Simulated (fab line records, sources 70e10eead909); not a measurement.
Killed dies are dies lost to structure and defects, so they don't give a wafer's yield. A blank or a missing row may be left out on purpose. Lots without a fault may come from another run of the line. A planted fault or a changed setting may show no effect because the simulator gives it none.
fab line records | flow nand_harc
record lots=5 wafers=15 last_day=33
route steps=1302 shown A_BLC@1119
lots that met no fault: from a run of the same line without faults
start_h: hours from the record's first day to the start of the lot's first wafer shown | wait_h: hours since the lot's step before | " the same as in the row above | L1.1+2: a row that stands for several wafers | - no value, or no start given | * or withheld: withheld | < > ~ a bound
route shown NAME@n: a module of which the file shows steps, and the number in the route of the first | usual: mean/standard deviation of fault-free wafers | same: alike in all rows | chamber/n: place in a boat | sites: the reading at each site | _std_site: their standard deviation | _edge_site: outer sites' mean less inner sites' | radius_mm: how far each site lies from the wafer's centre | mask NAME#n: copy n | behind: the tool/chamber that last shaped the wafer | hold: why the lot was held/for how many hours/how that ended | device: the transistor (n, p or np) that didn't switch | end of line: the same wafers' tests at the end of the route | a step without rows: its recipe alone | killed: dies lost to structure and defects at the first sort, not the wafer's yield | map: a wafer's dies, x killed, . not, _ none there
set.NAME: the setting as run; set.NAME@STEP: as run at that earlier step | model.NAME: the simulator's own value behind a step, which no gauge read
lots at some steps of the route; a table a step, a row a wafer
services: from which hour (start_h, from the record's first day; less than 0 if before it) a tool's chamber was out of use, for how many hours, and why
## steps
# step NHARC_A_BLC_INSPECT_12
# usual raw_defect_count=84/36
# columns lot.wafer tool chamber start_h wait_h raw_defect_count
L296.2 defect_inspect-01 - 525.15 0.0 66
L296.4 " - " " 71
L296.6 " - " " 73
L299.1 defect_inspect-02 - 562.61 0.0 60
L299.2 " - " " 53
L299.5 " - " " 53
L305.1 defect_inspect-02 - 625.28 0.0 159
L305.2 " - " " 118
L305.3 " - " " 142
L312.1 defect_inspect-02 - 694.58 0.0 93
L312.3 " - " " 84
L312.5 " - " " 64
L317.1 defect_inspect-01 - 736.30 0.0 79
L317.5 " - " " 76
L317.6 " - " " 88
# step NHARC_A_BLC_DESCUM_15
# recipe time_s=3 o2_flow_sccm=200 ar_flow_sccm=0 bias_power_w=0 chemistry=O2
# usual drypump_motor_current_A=5.9/0.48 oes_product_au=0.999/0.013 rf_vpp_V=57.7/0.83 showerhead_plenum_p_Torr=1.88/0.065 throttle_valve_pct=11.311/0.0081
# columns lot.wafer tool chamber start_h wait_h drypump_motor_current_A oes_product_au rf_hours_counter_h rf_vpp_V showerhead_plenum_p_Torr throttle_valve_pct
L296.4 rie_diel-01 0 525.22 0.1 5.9 0.992 9 57.6 1.82 11.310
L296.2 " 2 " " 6.3 1.010 10 57.1 1.99 11.310
L296.6 " 3 " " 6.1 1.009 - 57.7 1.94 11.314
L299.1 rie_diel-12 3 562.67 0.1 6.6 0.991 7 56.8 1.90 11.308
L299.2 " 2 " " 5.7 0.987 6 58.4 1.88 11.305
L299.5 " 3 " " 6.6 1.001 - 56.9 1.90 11.300
L305.2 rie_diel-01 3 625.34 0.1 6.1 0.991 6 57.2 1.94 11.306
L305.3 " 0 " " 5.9 0.989 6 56.3 1.82 11.306
L305.1 " 2 " " 6.3 1.017 6 58.8 1.99 11.317
L312.3 rie_diel-01 2 694.64 0.1 6.3 1.015 13 60.0 1.98 11.313
L312.1 " 1 " " 5.7 1.013 13 57.1 2.04 11.314
L312.5 " 2 " " 6.3 1.014 - 58.0 1.98 11.310
L317.1 rie_diel-12 1 736.36 0.1 5.2 1.017 6 56.6 1.80 11.305
L317.6 " 0 " " 5.7 0.983 - 57.9 1.85 11.309
L317.5 " 1 " " 5.2 1.025 - 57.5 1.80 11.322
# step NHARC_A_BLC_ETCH_16
# recipe target_depth_a=390 over_etch_frac=0.3 time_s=65 ion_energy_ev=80 cf4_flow_sccm=150 ar_flow_sccm=0 rf_w=300 bias_w=100 chemistry=CF4
# step NHARC_A_BLC_ETCH_17
# recipe target_depth_a=3900 over_etch_frac=0.25 time_s=609.38 ion_energy_ev=200 n2_flow_sccm=150 h2_flow_sccm=150 ar_flow_sccm=0 rf_w=400 bias_w=150 chemistry=N2/H2
# usual drypump_motor_current_A=5.9/0.49 oes_product_au=1.000/0.012 rf_vpp_V=429.9/2.2 showerhead_plenum_p_Torr=2.01/0.076 throttle_valve_pct=14.172/0.0089
# columns lot.wafer tool chamber start_h wait_h drypump_motor_current_A oes_product_au rf_hours_counter_h rf_vpp_V showerhead_plenum_p_Torr throttle_valve_pct
L296.4 rie_diel-01 0 - - 5.9 1.003 9 428.3 1.94 14.170
L296.2 " 1 " " 5.7 1.016 10 434.3 2.18 14.172
L296.6 " 1 " " 5.7 1.012 - 434.2 2.18 14.170
L299.1 rie_diel-12 2 - - 5.7 0.993 6 430.1 2.00 14.178
L299.2 " 1 " " 5.2 1.004 6 426.7 1.92 14.173
L299.5 " 3 " " 6.6 0.989 - 429.7 2.02 14.171
L305.3 rie_diel-01 2 - - 6.4 1.018 6 431.8 2.12 14.166
L305.1 " 3 " " 6.1 0.995 6 431.8 2.07 14.161
L305.2 " 1 " " 5.6 1.019 6 434.3 2.18 14.181
L312.3 rie_diel-01 2 - - 6.3 1.018 13 434.6 2.12 14.177
L312.1 " 3 " " 6.1 1.018 12 430.6 2.07 14.169
L312.5 " 1 " " 5.7 1.013 - 433.7 2.18 14.176
L317.1 rie_diel-12 0 - - 5.7 0.980 7 428.8 1.98 14.170
L317.5 " 1 " " 5.2 1.027 - 427.4 1.91 14.169
L317.6 " 2 " " 5.7 0.992 - 429.5 2.00 14.180
# step NHARC_A_BLC_ETCH_18
# recipe target_depth_a=9100 c4f8_flow_sccm=20 o2_flow_sccm=10 ar_flow_sccm=withheld rf_w=600 bias_w=1500 chemistry=C4F8/O2/Ar
# usual oes_product_au=0.946/0.024 rf_vpp_V=976/4.9
# columns lot.wafer tool chamber start_h wait_h oes_product_au rf_hours_counter_h rf_vpp_V
L296.2 rie_diel-01 0 - - 0.929 9 972
L296.4 " 2 " " 0.928 11 983
L296.6 " 1 " " 0.931 - 987
L299.1 rie_diel-12 1 - - 0.978 6 970
L299.2 " 3 " " 0.955 7 976
L299.5 " 2 " " 0.975 - 976
L305.3 rie_diel-01 2 - - 0.982 7 984
L305.1 " 3 " " 0.951 6 980
L305.2 " 0 " " 0.952 6 971
L312.3 rie_diel-01 0 - - 0.963 12 970
L312.1 " 1 " " 0.998 13 989
L312.5 " 3 " " 0.976 - 980
L317.1 rie_diel-12 1 - - 0.940 6 972
L317.5 " 2 " " 0.913 - 976
L317.6 " 3 " " 0.936 - 976
# step NHARC_A_BLC_CD_MEAS_19
# usual cd_nm=100/3.3
# columns lot.wafer tool chamber start_h wait_h cd_nm
L296.2 cd_sem-01 - 526.18 - 96
L296.4 " - " " 97
L296.6 " - " " 98
L299.1 cd_sem-02 - 563.63 - 100
L299.2 " - " " 100
L299.5 " - " " 96
L305.1 cd_sem-01 - 626.31 - 101
L305.2 " - " " 94
L305.3 " - " " 104
L312.1 cd_sem-02 - 695.60 - 103
L312.3 " - " " 103
L312.5 " - " " 99
L317.1 cd_sem-01 - 737.33 - 101
L317.5 " - " " 98
L317.6 " - " " 102
# step NHARC_A_BLC_STRIP_29
# recipe cf4_flow_sccm=150 ar_flow_sccm=0 bias_w=0 chemistry=CF4
# step NHARC_A_BLC_STRIP_21
# recipe o2_flow_sccm=500 ar_flow_sccm=0 bias_w=0 chemistry=O2
# step NHARC_A_BLC_STRIP_22
# recipe time_s=600 temp_c=30 chemistry=post_etch_residue_remover
# step NHARC_A_BLC_DEGAS_30
# recipe temp_c=300 time_s=60
# usual heater_power_w=452/45
# columns lot.wafer tool chamber start_h wait_h heater_power_w
L296.4 pvd_sputter-02 - 526.77 - 486
L296.2 " - " " 530
L296.6 " - " " 436
L299.2 pvd_sputter-01 - 564.28 - 441
L299.1 " - " " 444
L299.5 " - " " 441
L305.2 pvd_sputter-03 - 626.95 - 400
L305.1 " - " " 383
L305.3 " - " " 481
L312.3 pvd_sputter-03 - 696.22 - 557
L312.1 " - " " 382
L312.5 " - " " 409
L317.1 pvd_sputter-01 - 737.94 - 428
L317.6 " - " " 448
L317.5 " - " " 416
# step NHARC_A_BLC_PRE_CLEAN_31
# recipe time_s=15 bias_v=250 gas=Ar
# step NHARC_A_BLC_PVD_32
# recipe target_thk_a=50 chamber_pressure_pa=5 power_w=5000 substrate_temp_c=200 time_s=17.7 material=Ti
# usual cathode_dc_power_W=4999.8/0.88 throttle_valve_pct=30.4/1.3
# columns lot.wafer tool chamber start_h wait_h cathode_dc_power_W throttle_valve_pct
L296.2 pvd_sputter-02 - - - 4998.7 30.6
L296.4 " - " " 4999.1 29.4
L296.6 " - " " 5000.0 30.6
L299.2 pvd_sputter-01 - - - 5000.6 28.6
L299.1 " - " " 5000.6 29.8
L299.5 " - " " 5000.3 31.3
L305.2 pvd_sputter-03 - - - 4999.8 32.2
L305.1 " - " " 4999.4 30.1
L305.3 " - " " 5001.7 26.9
L312.1 pvd_sputter-03 - - - 4998.9 31.7
L312.3 " - " " 4999.3 30.0
L312.5 " - " " 5000.5 32.0
L317.1 pvd_sputter-01 - - - 4999.6 28.8
L317.5 " - " " 4999.5 30.9
L317.6 " - " " 5000.6 31.0
# step NHARC_A_BLC_ALD_23
# recipe target_thk_a=30 pulse_time_s=1 ald_cycles=150 temp_c=450 material=TiN
# usual ald_cycles=150/0 heater_power_w=1094/130 precursor_pulse_height_rel=1.002/0.019
# columns lot.wafer tool chamber start_h wait_h ald_cycles heater_power_w precursor_pulse_height_rel
L296.4 ald_metal-03 0 527.02 - 150 1024 1.007
L296.2 " 1 " " 150 969 1.037
L296.6 " 0 " " 150 1019 0.988
L299.1 ald_metal-04 0 564.51 - 150 1005 0.962
L299.2 " 2 " " 150 917 1.024
L299.5 " 0 " " 150 1033 0.968
L305.1 ald_metal-03 3 627.19 - 150 993 0.991
L305.2 " 0 " " 69 1046 0.988
L305.3 " 1 " " 150 987 0.994
L312.3 ald_metal-04 2 696.46 - 150 884 0.977
L312.1 " 0 " " 150 983 1.011
L312.5 " 3 " " 150 1216 1.011
L317.1 ald_metal-04 2 738.17 - 150 892 1.022
L317.5 " 2 " " 150 917 1.007
L317.6 " 3 " " 150 1250 1.004
# step NHARC_A_BLC_CVD_24
# recipe target_thk_a=1500 temp_c=300 pressure_torr=40 wf6_flow_sccm=40 h2_flow_sccm=1600 ar_flow_sccm=1560 time_s=434 material=W
## services
# columns tool chamber start_h hours kind
rie_diel-12 2 506.11 3.9 repair
rie_diel-12 - 514.39 0.3 repair
pvd_sputter-03 - 526.05 10.0 pm
rie_diel-12 2 535.11 9.0 repair
ald_metal-04 - 549.62 0.2 repair
ald_metal-03 - 550.43 0.4 repair
rie_diel-01 - 557.80 9.0 pm
rie_diel-12 0 569.32 1.6 repair
pvd_sputter-01 - 582.97 10.0 pm
rie_diel-12 0 599.53 10.3 repair
rie_diel-01 - 603.45 0.3 repair
rie_diel-01 3 610.41 1.3 repair
rie_diel-12 - 622.43 9.0 pm
ald_metal-04 - 652.00 10.0 pm
pvd_sputter-03 - 671.58 1.1 repair
pvd_sputter-01 - 674.90 4.6 repair
rie_diel-12 1 684.35 11.4 repair
ald_metal-04 1 688.73 25.4 repair
rie_diel-01 - 691.65 0.7 repair
pvd_sputter-01 - 694.64 2.8 repair
pvd_sputter-03 - 703.25 4.3 repair
pvd_sputter-03 - 707.56 10.0 pm
ald_metal-04 0 718.07 10.5 repair
rie_diel-01 - 734.80 9.0 pm
## key
first_sign step=NHARC_A_BLC_ALD_23 reading=ald_cycles direction=down sigmas=99+ usual=150 struck=69
effect none on later readings
met_at NHARC_A_BLC_ALD_23
struck_wafers L305.2
later_rows_left_out L305.2
sort_left_out L305.2
tester_left_out L305
onset_between 527.02 627.19
fault kind=process_parameter_drift tool=ald_metal-03 chamber=0 onset_h=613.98 steps=NHARC_A_BLC_ALD_23 channel=ald_cycles offset=-81 shape=step end_h=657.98 acts_in=these_recipes_only stated=150
# tester_left_out: of these lots the tester's yield and bins aren't shown, on N5 and GAA mostly nor the transistor test; their killed dies are dies lost to structure and defects alone, not to doping, threshold or leakage, so they don't give the yield
# sort_left_out: the simulated sort isn't trusted on such a fault, so these wafers' sort isn't shown, and their yield isn't known
# later_rows_left_out: the simulator's readings of these wafers behind a module that went badly wrong aren't trusted and aren't shown, but for the sort
